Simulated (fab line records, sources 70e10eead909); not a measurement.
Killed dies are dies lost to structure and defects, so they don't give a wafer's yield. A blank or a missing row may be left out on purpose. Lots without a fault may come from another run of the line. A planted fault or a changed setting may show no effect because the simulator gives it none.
Chamber matching | flow nand_harc | NHARC_A_M0_DEP_32 on pecvd-04: 3 sister chambers
The step deposits SiCN, target thk 30 nm. 30 wafers are shown with their chamber, then 12 later ones without.

WAFERS WITH THEIR CHAMBER
wafer  | chamber | heater_power_w (W)
L077.2 | 0       | 486
L077.4 | 1       | 522
L077.5 | 2       | 613
L080.1 | 0       | 484
L080.5 | 1       | 601
L080.6 | 2       | 689
L081.1 | 2       | 703
L081.3 | 1       | 550
L081.5 | 0       | 423
L084.1 | 1       | 662
L084.2 | 0       | 492
L084.5 | 2       | 563
L084.3 | 2       | 559
L084.4 | 0       | 497
L084.6 | 1       | 651
L085.1 | 2       | 668
L085.3 | 0       | 505
L085.6 | 0       | 522
L089.1 | 2       | 673
L089.3 | 0       | 499
L089.6 | 2       | 664
L089.2 | 1       | 576
L089.4 | 1       | 555
L089.5 | 0       | 497
L090.2 | 1       | 587
L090.4 | 1       | 588
L090.5 | 2       | 586
L090.1 | 0       | 497
L090.3 | 2       | 597
L090.6 | 0       | 499

SIGNATURES (means of the wafers above)
reading        | chamber 0 | chamber 1 | chamber 2 | scatter within a chamber
heater_power_w | 491.00    | 588.00    | 631.50    | 42.5
Rule: a wafer's distance from a chamber is the root of the sum, over the readings, of the square of ((its reading less the chamber's mean) divided by the reading's scatter). The wafer belongs to the nearest chamber; if the next one is less than 2 further off, it can't be placed. The scatter: the root of (the sum of the squares of (reading less its chamber's mean) over the shown wafers, divided by (wafers less chambers)).

WAFERS WITHOUT THEIR CHAMBER
wafer  | heater_power_w (W)
L091.1 | 597
L091.4 | 430
L091.5 | 597
L096.1 | 541
L096.2 | 671
L096.3 | 479
L097.1 | 674
L097.3 | 484
L097.5 | 554
L097.2 | 560
L097.4 | 676
L097.6 | 486

WHICH CHAMBER EACH WENT THROUGH
wafer  | from the rows above          | in truth
L091.1 | can't be placed: 1 or 2      | 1
L091.4 | 0                            | 0
L091.5 | can't be placed: 1 or 2      | 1
L096.1 | can't be placed: 1 or 0 or 2 | 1
L096.2 | can't be placed: 2 or 1      | 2
L096.3 | 0                            | 0
L097.1 | can't be placed: 2 or 1      | 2
L097.3 | 0                            | 0
L097.5 | can't be placed: 1 or 0 or 2 | 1
L097.2 | can't be placed: 1 or 0 or 2 | 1
L097.4 | can't be placed: 2 or 1      | 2
L097.6 | 0                            | 0
Placed correctly: 4 of 12. Can't be placed from these rows: 8 (the true chamber is among the candidates in 8). Placed wrongly: 0.
